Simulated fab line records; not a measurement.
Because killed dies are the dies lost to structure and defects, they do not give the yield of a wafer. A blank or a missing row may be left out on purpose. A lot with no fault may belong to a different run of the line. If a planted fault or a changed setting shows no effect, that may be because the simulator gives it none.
fab line records -- flow n5_finfet
[record] lots = 6, wafers = 18, last_day = 17
route steps=1938 shown BEOL_M4@1055 PASSIVATION@1936
lots with no fault: from the same line, run without faults
start_h: the number of hours between the record's first day and the start of the first shown wafer of the lot -- wait_h: hours elapsed since this lot's preceding step -- " same as the row above -- L1.1+2: a single row standing in for several wafers -- - no value, or no start was given -- * or withheld: withheld -- < > ~ a bound
route shown NAME@n: NAME is a module with steps in the file, n the number in the route of the first one -- usual: average and standard deviation across the fault-free wafers -- same: alike in all rows -- chamber/n: place in a boat -- sites: each site's reading -- _std_site: the standard deviation of these -- _edge_site: outer sites' mean less inner sites' -- radius_mm: how far each site lies from the wafer's centre -- mask NAME#n: copy n -- behind: the last tool/chamber to shape the wafer -- hold: what put the lot on hold/how long, in hours/how the hold closed -- device: names the non-switching transistor (n, p or np) -- end of line: tests run on the same wafers once the route is complete -- for a step that has no rows: nothing shown but its recipe -- killed: at the first sort, the dies lost to defects and structure; wafer yield is something else -- map: per-die view of a wafer (x killed, . not killed, _ where there is no die)
set.NAME: the setting as run; set.NAME@STEP: as run at that earlier step -- model.NAME: the simulator's own value behind a step, which no gauge read
certain route steps with their lots: each step a table, each wafer a row
services: a tool's chamber out of use, with start hour (start_h, from the record's first day; less than 0 if before it), hours out, and reason
[[steps]]
[step N5_BEOL_M4_DEVELOP_27]
[recipe] develop_time_s = 30, developer = TMAH, resist = CAR-EUV, rinse_liquid = surfactant_rinse, dry = air_spin, dev_temp_c = 23
[step N5_BEOL_M4_CD_MEAS_28]
[recipe] target_cd_nm = 26.2, landing_energy_ev = 500, detector = se_inlens, target_cd_y_nm = 24.1, polarity = opening
[usual] cd_nm = 26.21/0.23
lot.wafer,tool,chamber,start_h,wait_h,cd_nm
L640.2,cd_sem-02,0,160.78,-,26.33
L640.4,cd_sem-02,0,160.78,-,26.19
L640.6,cd_sem-02,0,160.78,-,26.08
L645.1,cd_sem-01,0,201.94,-,25.89
L645.2,cd_sem-01,0,201.94,-,26.32
L645.6,cd_sem-01,0,201.94,-,26.49
L648.2,cd_sem-03,0,220.69,-,26.23
L648.4,cd_sem-03,0,220.69,-,25.94
L648.6,cd_sem-03,0,220.69,-,25.87
L650.1,cd_sem-01,0,232.71,-,26.36
L650.3,cd_sem-01,0,232.71,-,26.28
L650.6,cd_sem-01,0,232.71,-,26.08
L656.1,cd_sem-02,0,269.78,-,26.33
L656.2,cd_sem-02,0,269.78,-,26.10
L656.3,cd_sem-02,0,269.78,-,26.31
L657.3,cd_sem-02,0,276.00,-,26.10
L657.4,cd_sem-02,0,276.00,-,26.27
L657.5,cd_sem-02,0,276.00,-,26.20
[step N5_BEOL_M4_OVL_MEAS_29]
[recipe] points_per_wafer = 522
[usual] V3_OVL = 0.3/0.62
lot.wafer,tool,chamber,start_h,wait_h,V3_OVL[nm]
L640.2,overlay-02,0,160.82,0.0,0.5
L640.4,overlay-02,0,160.82,0.0,0.1
L640.6,overlay-02,0,160.82,0.0,0.6
L645.1,overlay-01,0,201.97,0.0,-0.4
L645.2,overlay-01,0,201.97,0.0,-0.7
L645.6,overlay-01,0,201.97,0.0,-0.5
L648.2,overlay-01,0,220.72,0.0,0.9
L648.4,overlay-01,0,220.72,0.0,0.7
L648.6,overlay-01,0,220.72,0.0,0.6
L650.1,overlay-02,0,232.74,0.0,0.4
L650.3,overlay-02,0,232.74,0.0,0.3
L650.6,overlay-02,0,232.74,0.0,0.0
L656.1,overlay-01,0,269.81,0.0,0.8
L656.2,overlay-01,0,269.81,0.0,0.2
L656.3,overlay-01,0,269.81,0.0,0.7
L657.3,overlay-02,0,276.04,0.0,-0.1
L657.4,overlay-02,0,276.04,0.0,-0.3
L657.5,overlay-02,0,276.04,0.0,-0.3
[step N5_BEOL_M4_INSPECT_30]
[recipe] mode = adi, inspect_instrument = brightfield
[usual] raw_defect_count = 413/87
lot.wafer,tool,chamber,start_h,wait_h,raw_defect_count
L640.2,defect_inspect-02,-,160.87,0.0,390
L640.4,defect_inspect-02,-,160.87,0.0,421
L640.6,defect_inspect-02,-,160.87,0.0,377
L645.1,defect_inspect-02,-,202.03,0.1,307
L645.2,defect_inspect-02,-,202.03,0.1,312
L645.6,defect_inspect-02,-,202.03,0.1,349
L648.2,defect_inspect-02,-,220.78,0.0,473
L648.4,defect_inspect-02,-,220.78,0.0,407
L648.6,defect_inspect-02,-,220.78,0.0,428
L650.1,defect_inspect-01,-,232.80,0.1,376
L650.3,defect_inspect-01,-,232.80,0.1,376
L650.6,defect_inspect-01,-,232.80,0.1,308
L656.1,defect_inspect-01,-,269.87,0.1,514
L656.2,defect_inspect-01,-,269.87,0.1,429
L656.3,defect_inspect-01,-,269.87,0.1,460
L657.3,defect_inspect-01,-,276.09,0.0,345
L657.4,defect_inspect-01,-,276.09,0.0,344
L657.5,defect_inspect-01,-,276.09,0.0,301
[step N5_BEOL_M4_DESCUM_33]
[recipe] chemistry = O2, time_s = 7, source_power_w = 50, bias_power_w = 20, pressure_mtorr = 20, rf_frequency_hz = 2.712e+07, temp_c = 40, resist = CAR-EUV, o2_flow_sccm = 225
[usual] drypump_motor_current_A = 5.6/0.53, oes_product_au = 0.80/0.08, rf_vpp_V = 243.3/1.5, showerhead_plenum_p_Torr = 2.11/0.08, throttle_valve_pct = 20.3/0.35
[same] time_s = 7
lot.wafer,tool,chamber,start_h,wait_h,drypump_motor_current_A,oes_product_au,rf_hours_counter_h,rf_vpp_V,showerhead_plenum_p_Torr,throttle_valve_pct
L640.2,rie_diel-02,2,160.90,0.0,5.3,0.89,34,244.7,2.25,20.1
L640.4,rie_diel-02,3,160.90,0.0,5.8,0.81,104,242.5,2.10,20.1
L640.6,rie_diel-02,3,160.90,0.0,5.8,0.81,-,243.5,2.10,20.1
L645.1,rie_diel-05,1,203.19,1.2,4.9,0.90,24,241.9,2.05,19.8
L645.2,rie_diel-05,0,203.19,1.2,5.3,0.79,112,243.2,2.02,20.1
L645.6,rie_diel-05,0,203.19,1.2,5.3,0.80,-,242.7,2.02,20.2
L648.2,rie_diel-02,0,221.53,0.7,5.7,0.82,85,242.4,2.03,20.1
L648.4,rie_diel-02,3,221.53,0.7,5.8,0.80,127,242.1,2.09,20.1
L648.6,rie_diel-02,3,221.53,0.7,5.8,0.79,-,243.2,2.09,20.1
L650.1,rie_diel-06,3,232.83,0.0,6.6,0.70,228,244.1,2.18,20.9
L650.3,rie_diel-06,0,232.83,0.0,5.0,0.88,65,246.0,2.22,20.1
L650.6,rie_diel-06,0,232.83,0.0,5.0,0.87,-,245.2,2.22,20.1
L656.1,rie_diel-05,1,269.91,0.0,4.8,0.84,54,242.8,2.04,19.8
L656.2,rie_diel-05,2,269.91,0.0,5.6,0.75,147,242.7,2.09,20.4
L656.3,rie_diel-05,3,269.91,0.0,5.4,0.90,20,241.4,2.06,20.1
L657.3,rie_diel-05,3,276.12,0.0,5.4,0.91,21,242.1,2.06,20.1
L657.4,rie_diel-05,1,276.12,0.0,4.8,0.86,56,242.1,2.04,19.9
L657.5,rie_diel-05,3,276.12,0.0,5.4,0.90,-,243.1,2.06,20.1
[step N5_BEOL_M4_ETCH_77]
[recipe] chemistry = N2/H2, target = underlayer, target_depth_a = 65, mask_material = CAR-EUV, time_s = 5.2, ion_energy_ev = 200, pressure_mtorr = 30, source_w = 840, bias_w = 150, n2_flow_sccm = 200, h2_flow_sccm = 200, ends = cleared
[usual] drypump_motor_current_A = 5.6/0.53, etch_rf_on_time_s = 5.22/0.13, h2_flow_sccm = 199.9/0.6, oes_product_au = 0.68/0.07, rf_fwd_power_W = 819.6/2.1, rf_vpp_V = 524.2/2.8, showerhead_plenum_p_Torr = 2.55/0.092, throttle_valve_pct = 17.7/0.31
lot.wafer,tool,chamber,start_h,wait_h,drypump_motor_current_A,etch_rf_on_time_s,h2_flow_sccm,oes_product_au,rf_fwd_power_W,rf_hours_counter_h,rf_vpp_V,showerhead_plenum_p_Torr,throttle_valve_pct
L640.2,rie_diel-02,2,160.94,0.0,5.4,5.30,198.9,0.76,816.5,34,528.2,2.69,17.3
L640.4,rie_diel-02,3,160.94,0.0,5.8,5.19,199.8,0.68,819.5,104,524.5,2.57,17.7
L640.6,rie_diel-02,3,160.94,0.0,5.8,5.21,200.9,0.68,823.0,-,523.9,2.57,17.7
L645.1,rie_diel-05,1,203.23,0.0,4.8,5.17,200.0,0.77,818.6,24,523.0,2.49,17.2
L645.2,rie_diel-05,0,203.23,0.0,5.2,5.39,199.6,0.65,821.9,112,521.1,2.46,17.7
L645.6,rie_diel-05,0,203.23,0.0,5.2,5.45,200.3,0.66,821.1,-,524.3,2.46,17.7
L648.2,rie_diel-02,0,221.56,0.0,5.7,5.09,200.6,0.70,819.0,85,522.3,2.46,17.4
L648.4,rie_diel-02,3,221.56,0.0,5.8,5.24,199.1,0.67,819.8,127,524.1,2.56,17.7
L648.6,rie_diel-02,3,221.56,0.0,5.8,5.22,198.6,0.66,818.9,-,523.4,2.56,17.7
L650.1,rie_diel-06,3,232.87,0.0,6.7,5.35,198.9,0.60,819.3,228,526.3,2.60,18.0
L650.3,rie_diel-06,0,232.87,0.0,5.0,5.06,199.2,0.76,818.0,65,527.5,2.69,17.5
L650.6,rie_diel-06,0,232.87,0.0,5.0,5.05,200.0,0.74,817.1,-,527.3,2.69,17.5
L656.1,rie_diel-05,1,269.94,0.0,4.8,5.27,199.6,0.72,814.8,54,523.4,2.48,17.2
L656.2,rie_diel-05,2,269.94,0.0,5.6,5.36,200.1,0.65,816.4,147,525.2,2.54,17.8
L656.3,rie_diel-05,3,269.94,0.0,5.4,5.37,200.1,0.77,821.8,20,522.9,2.50,17.5
L657.3,rie_diel-05,3,276.16,0.0,5.4,5.35,200.3,0.76,819.4,21,521.6,2.50,17.5
L657.4,rie_diel-05,1,276.16,0.0,4.9,5.24,200.5,0.73,819.6,56,524.2,2.47,17.2
L657.5,rie_diel-05,3,276.16,0.0,5.4,5.26,199.8,0.76,817.9,-,521.7,2.50,17.5
[step N5_BEOL_M4_ETCH_69]
[recipe] chemistry = CF4, target = SiARC, target_depth_a = 156, mask_material = CAR-EUV, time_s = 26, ion_energy_ev = 80, pressure_mtorr = 40, source_w = 545, bias_w = 36, Ar_flow_sccm = 100, cf4_flow_sccm = 100, ends = cleared
[step N5_BEOL_M4_ALD_98]
[recipe] material = SiO2, target_thk_a = 25, temp_c = 100, ald_precursor_family = BDEAS, ald_co_reactant = O2-plasma, pulse_time_s = 1, co_reactant_pulse_time_s = 1, purge_time_s = 2, co_reactant_purge_time_s = 2, ald_cycles = 17, pressure_torr = 2
[usual] heater_power_w = 72/10, precursor_pulse_height_rel = 0.999/0.019
lot.wafer,tool,chamber,start_h,wait_h,heater_power_w,precursor_pulse_height_rel
L640.2,ald_sin-02,0,161.48,0.5,82,1.008
L640.4,ald_sin-02,3,161.48,0.5,79,1.011
L640.6,ald_sin-02,0,161.48,0.5,82,1.008
L645.1,ald_sin-04,3,203.65,0.4,62,0.987
L645.2,ald_sin-04,0,203.65,0.4,88,1.024
L645.6,ald_sin-04,1,203.65,0.4,71,0.975
L648.2,ald_sin-03,0,221.91,0.3,75,1.009
L648.4,ald_sin-03,1,221.91,0.3,73,0.978
L648.6,ald_sin-03,3,221.91,0.3,66,0.996
L650.1,ald_sin-03,1,233.20,0.3,74,0.951
L650.3,ald_sin-03,2,233.20,0.3,51,0.995
L650.6,ald_sin-03,1,233.20,0.3,73,0.964
L656.1,ald_sin-03,3,270.06,0.1,69,0.993
L656.2,ald_sin-03,0,270.06,0.1,78,0.991
L656.3,ald_sin-03,2,270.06,0.1,51,0.952
L657.3,ald_sin-03,0,276.72,0.5,77,1.013
L657.4,ald_sin-03,3,276.72,0.5,68,0.987
L657.5,ald_sin-03,3,276.72,0.5,68,1.016
[step N5_BEOL_M4_ETCHBACK_99]
[recipe] chemistry = CHF3, target = SiO2, target_depth_a = 50, time_s = 10.4, source_w = 215, bias_w = 47, Ar_flow_sccm = 200, CHF3_flow_sccm = 12, ion_energy_ev = 100, pressure_mtorr = 30
[usual] drypump_motor_current_A = 5.5/0.51, oes_product_au = 0.80/0.082, rf_vpp_V = 240/6.1, showerhead_plenum_p_Torr = 2.16/0.066, throttle_valve_pct = 16.9/0.31
[same] time_s = 10.4
lot.wafer,tool,chamber,start_h,wait_h,drypump_motor_current_A,oes_product_au,rf_hours_counter_h,rf_vpp_V,showerhead_plenum_p_Torr,throttle_valve_pct
L640.2,rie_diel-05,3,173.63,12.1,5.4,0.68,240,242,2.13,17.1
L640.4,rie_diel-05,0,173.63,12.1,5.3,0.79,99,236,2.10,16.9
L640.6,rie_diel-05,0,173.63,12.1,5.3,0.79,-,235,2.10,16.9
L645.1,rie_diel-05,0,206.06,2.4,5.2,0.79,114,234,2.10,16.9
L645.2,rie_diel-05,1,206.06,2.4,4.8,0.90,26,233,2.10,16.4
L645.6,rie_diel-05,2,206.06,2.4,5.6,0.77,-,243,2.18,17.1
L648.2,rie_diel-05,2,222.21,0.3,5.6,0.76,129,243,2.17,17.1
L648.4,rie_diel-05,0,222.21,0.3,5.3,0.76,124,237,2.09,16.9
L648.6,rie_diel-05,1,222.21,0.3,4.9,0.88,-,232,2.10,16.4
L650.1,rie_diel-05,2,237.00,3.8,5.6,0.75,135,243,2.17,17.1
L650.3,rie_diel-05,3,237.00,3.8,5.4,0.93,8,240,2.13,16.7
L650.6,rie_diel-05,1,237.00,3.8,4.9,0.88,-,233,2.09,16.4
L657.3,rie_diel-02,0,280.63,3.9,5.7,0.80,109,242,2.09,16.8
L657.4,rie_diel-02,0,280.63,3.9,5.7,0.80,-,239,2.09,16.8
L657.5,rie_diel-02,3,280.63,3.9,5.8,0.77,-,238,2.15,16.9
L656.1,rie_diel-02,3,284.66,14.5,5.8,0.76,151,236,2.15,16.9
L656.2,rie_diel-02,2,284.66,14.5,5.3,0.83,77,253,2.25,16.5
L656.3,rie_diel-02,0,284.66,14.5,5.7,0.77,111,241,2.09,16.8
[step N5_BEOL_M4_ETCH_70]
[recipe] chemistry = N2/H2, target = SOC, target_depth_a = 800, overetch_a = 240, mask_material = SiARC, temp_c = 40, time_s = 130, ion_energy_ev = 200, pressure_mtorr = 30, source_w = 840, bias_w = 150, n2_flow_sccm = 200, h2_flow_sccm = 200
[usual] drypump_motor_current_A = 5.5/0.51, h2_flow_sccm = 199.9/0.56, oes_product_au = 0.59/0.058, rf_fwd_power_W = 836.3/2.5, rf_vpp_V = 524.1/2.6, showerhead_plenum_p_Torr = 2.54/0.086, throttle_valve_pct = 17.59/0.29
[same] time_s = 130
lot.wafer,tool,chamber,start_h,wait_h,drypump_motor_current_A,h2_flow_sccm,oes_product_au,rf_fwd_power_W,rf_hours_counter_h,rf_vpp_V,showerhead_plenum_p_Torr,throttle_valve_pct
L640.2,rie_diel-05,3,173.66,0.0,5.4,200.1,0.51,831.4,240,523.4,2.51,17.87
L640.4,rie_diel-05,0,173.66,0.0,5.3,199.8,0.59,831.4,99,521.9,2.46,17.60
L640.6,rie_diel-05,0,173.66,0.0,5.2,200.2,0.60,836.3,-,522.0,2.46,17.62
L645.1,rie_diel-05,0,206.10,0.0,5.2,199.4,0.58,841.2,114,520.0,2.46,17.62
L645.2,rie_diel-05,1,206.10,0.0,4.9,200.3,0.66,833.8,26,522.8,2.49,17.13
L645.6,rie_diel-05,2,206.10,0.0,5.7,199.4,0.59,837.5,-,524.2,2.55,17.68
L648.2,rie_diel-05,2,222.24,0.0,5.6,199.6,0.57,831.9,129,524.1,2.55,17.70
L648.4,rie_diel-05,0,222.24,0.0,5.3,200.1,0.58,837.4,124,521.9,2.45,17.64
L648.6,rie_diel-05,1,222.24,0.0,4.8,201.4,0.65,839.0,-,523.8,2.48,17.14
L650.1,rie_diel-05,2,237.04,0.0,5.6,198.1,0.57,835.1,135,523.8,2.55,17.72
L650.3,rie_diel-05,3,237.04,0.0,5.4,199.4,0.69,836.0,8,522.5,2.51,17.46
L650.6,rie_diel-05,1,237.04,0.0,4.8,199.8,0.64,832.3,-,523.5,2.48,17.17
L657.3,rie_diel-02,0,280.66,0.0,5.7,200.9,0.58,839.3,109,520.7,2.45,17.41
L657.4,rie_diel-02,0,280.66,0.0,5.7,200.5,0.58,836.3,-,521.9,2.45,17.41
L657.5,rie_diel-02,3,280.66,0.0,5.8,200.8,0.56,835.3,-,522.9,2.55,17.71
L656.1,rie_diel-02,3,284.69,0.0,5.8,200.6,0.56,835.7,151,523.1,2.55,17.73
L656.2,rie_diel-02,2,284.69,0.0,5.3,199.7,0.61,835.8,77,527.0,2.67,17.29
L656.3,rie_diel-02,0,284.69,0.0,5.7,199.7,0.58,836.5,111,520.0,2.45,17.39
[step N5_BEOL_M4_STRIP_71]
[recipe] chemistry = N2/H2, temp_c = 40, n2_flow_sccm = 200, h2_flow_sccm = 200, rf_frequency_hz = 6e+07
[step N5_BEOL_M4_STRIP_78]
[recipe] chemistry = N2/H2, temp_c = 40, n2_flow_sccm = 200, h2_flow_sccm = 200, rf_frequency_hz = 6e+07
[step N5_BEOL_M4_VIA_ETCH_34]
[recipe] chemistry = C4F6/O2, target_depth_a = 694, mask_material = SOC, pressure_mtorr = 15, ion_energy_ev = 250, taper_deg = 4, time_s = 65.9, source_w = 350, bias_w = 170, Ar_flow_sccm = 300, C4F6_flow_sccm = 10, O2_flow_sccm = 10
[usual] drypump_motor_current_A = 5.5/0.51, oes_f_703_au = 0.81/0.086, oes_o_777_au = 0.81/0.086, oes_product_au = 0.80/0.083, rf_fwd_power_W = 347.1/1.1, rf_vpp_V = 665/16, showerhead_plenum_p_Torr = 2.85/0.084, throttle_valve_pct = 30.5/0.37
[same] time_s = 65.9
lot.wafer,tool,chamber,start_h,wait_h,drypump_motor_current_A,oes_f_703_au,oes_o_777_au,oes_product_au,rf_fwd_power_W,rf_hours_counter_h,rf_vpp_V,showerhead_plenum_p_Torr,throttle_valve_pct,model.etch.depth_nm,model.SOC_of_BEOL_M4_COAT_67.thk_nm
L640.2,rie_diel-05,3,173.77,0.0,5.4,0.69,0.69,0.68,346.6,240,667,2.82,30.9,66.68,52
L640.4,rie_diel-05,0,173.77,0.0,5.3,0.78,0.78,0.80,346.9,99,653,2.78,30.8,67.12,52
L640.6,rie_diel-05,0,173.77,0.0,5.2,0.78,0.77,0.79,348.5,-,654,2.78,30.8,66.75,52
L645.1,rie_diel-05,0,206.20,0.0,5.3,0.76,0.76,0.78,347.8,114,653,2.77,30.8,67.16,51.8
L645.2,rie_diel-05,1,206.20,0.0,4.9,0.92,0.93,0.90,346.0,26,646,2.77,29.9,69.02,51.4
L645.6,rie_diel-05,2,206.20,0.0,5.6,0.78,0.77,0.77,348.5,-,672,2.87,30.8,66.7,52
L648.2,rie_diel-05,2,222.35,0.0,5.6,0.77,0.76,0.76,346.7,129,672,2.87,30.8,66.05,52.2
L648.4,rie_diel-05,0,222.35,0.0,5.3,0.75,0.76,0.78,348.3,124,651,2.77,30.8,67.63,52.2
L648.6,rie_diel-05,1,222.35,0.0,4.9,1.15,1.15,0.93,429.8,-,584,2.77,29.9,75.09,51
L650.1,rie_diel-05,2,237.14,0.0,5.6,0.76,0.76,0.75,347.0,135,671,2.87,30.9,66.94,52.4
L650.3,rie_diel-05,3,237.14,0.0,5.4,0.93,0.94,0.94,347.3,8,667,2.81,30.6,68.18,51.8
L650.6,rie_diel-05,1,237.14,0.0,4.9,1.15,1.14,0.92,431.3,-,582,2.77,29.9,74.41,51.4
L657.3,rie_diel-02,0,280.77,0.0,5.7,0.80,0.81,0.80,346.4,109,668,2.76,30.6,69.89,51.4
L657.4,rie_diel-02,0,280.77,0.0,5.7,0.80,0.81,0.80,345.5,-,668,2.76,30.5,70.17,51.4
L657.5,rie_diel-02,3,280.77,0.0,5.8,0.76,0.77,0.76,347.1,-,656,2.84,30.5,69.61,51.6
L656.1,rie_diel-02,3,284.80,0.0,5.8,0.77,0.76,0.76,345.2,151,657,2.84,30.5,69.26,51.8
L656.2,rie_diel-02,2,284.80,0.0,5.3,0.84,0.85,0.83,346.1,77,695,2.96,30.0,68.78,51.8
L656.3,rie_diel-02,0,284.80,0.0,5.7,0.79,0.80,0.79,348.4,111,667,2.76,30.6,70.1,51.8
[step N5_BEOL_M4_STRIP_83]
[recipe] chemistry = C4F6/O2, resist = SiARC, rf_frequency_hz = 6e+07
[step N5_BEOL_M4_RC_MEAS_101]
[usual] DIBL_N = 36.5/1.4, DIBL_P = 36.6/1.9, IOFF_N = 0.167/0.029, IOFF_P = 0.21/0.033, ION_N = 674/12, ION_P = 460/8.9, SS_N = 71.6/0.57, SS_P = 73.4/0.61, VT_N = 249/3.3, VT_P = -250/3.3
lot.wafer,tool,chamber,start_h,wait_h,DIBL_N[mV/V],DIBL_P[mV/V],IOFF_N[nA/um],IOFF_P[nA/um],ION_N[uA/um],ION_P[uA/um],SS_N[mV/dec],SS_P[mV/dec],VT_N[mV],VT_P[mV]
L640.2,prober-02,0,178.52,0.2,37.4,37.6,0.212,0.22,686,465,71.4,73.6,242,-249
L640.4,prober-02,0,178.52,0.2,39.0,39.3,0.233,0.27,683,462,72.7,74.2,242,-247
L640.6,prober-02,0,178.52,0.2,35.4,35.3,0.149,0.19,661,456,71.3,73.7,250,-251
L645.1,prober-01,0,210.24,0.0,36.0,36.1,0.171,0.24,676,470,72.1,74.3,247,-244
L645.2,prober-01,0,210.24,0.0,36.1,35.6,0.172,0.24,693,479,71.5,74.2,247,-244
L645.6,prober-01,0,210.24,0.0,37.0,36.8,0.190,0.28,684,479,72.0,74.0,246,-243
L648.2,prober-02,0,226.41,0.2,37.5,38.8,0.177,0.20,677,454,71.9,73.4,249,-252
L648.4,prober-02,0,226.41,0.2,37.6,39.1,0.172,0.20,671,453,71.9,73.3,250,-253
L648.6,prober-02,0,226.41,0.2,37.1,38.3,0.155,0.18,677,451,72.5,73.8,252,-253
L650.1,prober-02,0,242.09,0.0,36.9,36.7,0.161,0.17,668,449,71.9,73.6,248,-255
L650.3,prober-02,0,242.09,0.0,36.3,36.1,0.164,0.17,669,452,70.9,72.8,246,-253
L650.6,prober-02,0,242.09,0.0,37.2,37.6,0.186,0.19,674,450,71.9,74.1,244,-253
L657.3,prober-02,0,287.07,0.3,38.7,38.4,0.205,0.22,686,457,71.3,74.2,245,-250
L657.4,prober-02,0,287.07,0.3,37.2,38.2,0.190,0.21,698,470,71.8,73.4,246,-251
L657.5,prober-02,0,287.07,0.3,38.9,39.4,0.218,0.24,693,463,72.1,75.1,245,-250
L656.1,prober-01,0,289.23,0.0,36.2,35.8,0.151,0.19,667,455,72.2,73.4,252,-252
L656.2,prober-01,0,289.23,0.0,38.6,39.5,0.195,0.25,667,460,72.0,74.2,248,-249
L656.3,prober-01,0,289.23,0.0,38.4,38.6,0.184,0.23,688,466,71.4,73.7,249,-250
[step N5_PASSIVATION_PROBE_49]
[usual] defect_limited_yield = 91.2/1.6, killed_at_M0_to_M3 = 34/11, killed_at_M4_up = 14/5.7, killed_at_contacts = 14/6.6, killed_at_front_end = 37/10, killed_at_other = 4/3.2, killed_dies = 104/19, killed_open = 69/13, killed_short = 33/8.7, sort_bin_5_function = 5.1/1, sort_bin_6_memory = 3.3/0.76, sort_n_pass = 1076/19, sort_yield_pct = 91.2/1.6
[same] gross_dies = 1180, killed_at_back_side = 0, sort_bin_4_leakage[%] = 0, sort_bin_8_speed[%] = 0
lot.wafer,tool,chamber,start_h,wait_h,defect_limited_yield[%],killed_at_M0_to_M3,killed_at_M4_up,killed_at_contacts,killed_at_front_end,killed_at_other,killed_dies,killed_open,killed_short,sort_bin_5_function[%],sort_bin_6_memory[%],sort_n_pass,sort_yield_pct[%]
L648.2,prober-01,-,326.32,0.1,92.0,32,13,17,29,3,94,63,28,3.8,4.0,1086,92.0
// killed by level:class
L648.2 MOL_CONTACT_COAG:geometric_particle:open=15 BEOL_M0_SAQP:geometric_particle:open=9 BEOL_M0_SAQP:geometric_particle:short=8 FIN_SAQP:geometric_particle:open=7 BEOL_M4:geometric_particle:open=7 BEOL_M1:geometric_particle:short=5 DUMMY_GATE:geometric_particle:open=5 FIN_SAQP:geometric_particle:short=4
[[services]]
tool,chamber,start_h,hours,kind
rie_diel-02,0,151.41,1.6,repair
rie_diel-06,2,168.37,33.9,repair
ald_sin-03,3,187.19,13.1,repair
rie_diel-06,-,195.13,28.1,pm
rie_diel-05,3,198.03,-,clean
rie_diel-05,3,198.03,-,consumable_replace:focus_ring
rie_diel-05,3,198.03,19.4,scheduled_down
rie_diel-05,3,198.03,19.4,vent_cycle
ald_sin-04,-,206.12,6.1,pm
rie_diel-06,1,223.23,-,clean
rie_diel-06,1,223.23,-,consumable_replace:focus_ring
rie_diel-06,1,223.23,18.1,scheduled_down
rie_diel-06,1,223.23,18.1,vent_cycle
rie_diel-05,-,250.18,0.4,repair
ald_sin-04,-,268.25,14.0,pm
rie_diel-02,1,268.76,-,clean
rie_diel-02,1,268.76,-,consumable_replace:focus_ring
rie_diel-02,1,268.76,20.5,scheduled_down
rie_diel-02,1,268.76,20.5,vent_cycle
ald_sin-02,2,273.25,5.9,repair
rie_diel-06,2,280.14,-,clean
rie_diel-06,2,280.14,-,consumable_replace:focus_ring
rie_diel-06,2,280.14,-,consumable_replace:showerhead
ald_sin-04,0,282.86,6.9,repair
[[key]]
[first_sign] step = N5_BEOL_M4_VIA_ETCH_34, reading = rf_fwd_power_W, direction = up, sigmas = 73, usual = *, struck = *
[effect] step = N5_BEOL_M4_VIA_ETCH_34, reading = rf_vpp_V, direction = down, sigmas = 5.1, usual = 665, struck = 583
[model_effect] step = N5_BEOL_M4_VIA_ETCH_34, value = etch.depth_nm, without = 68.75, struck = 74.75
met_at N5_BEOL_M4_VIA_ETCH_34
struck_wafers L648.6,L650.6
onset_between 206.20 222.35
[fault] kind = process_parameter_drift, tool = rie_diel-05, chamber = 1, onset_h = 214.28, steps = N5_BEOL_M4_VIA_ETCH_34, channel = source_w, offset = 84, shape = step, end_h = 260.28, acts_in = these_recipes_only, stated = 350
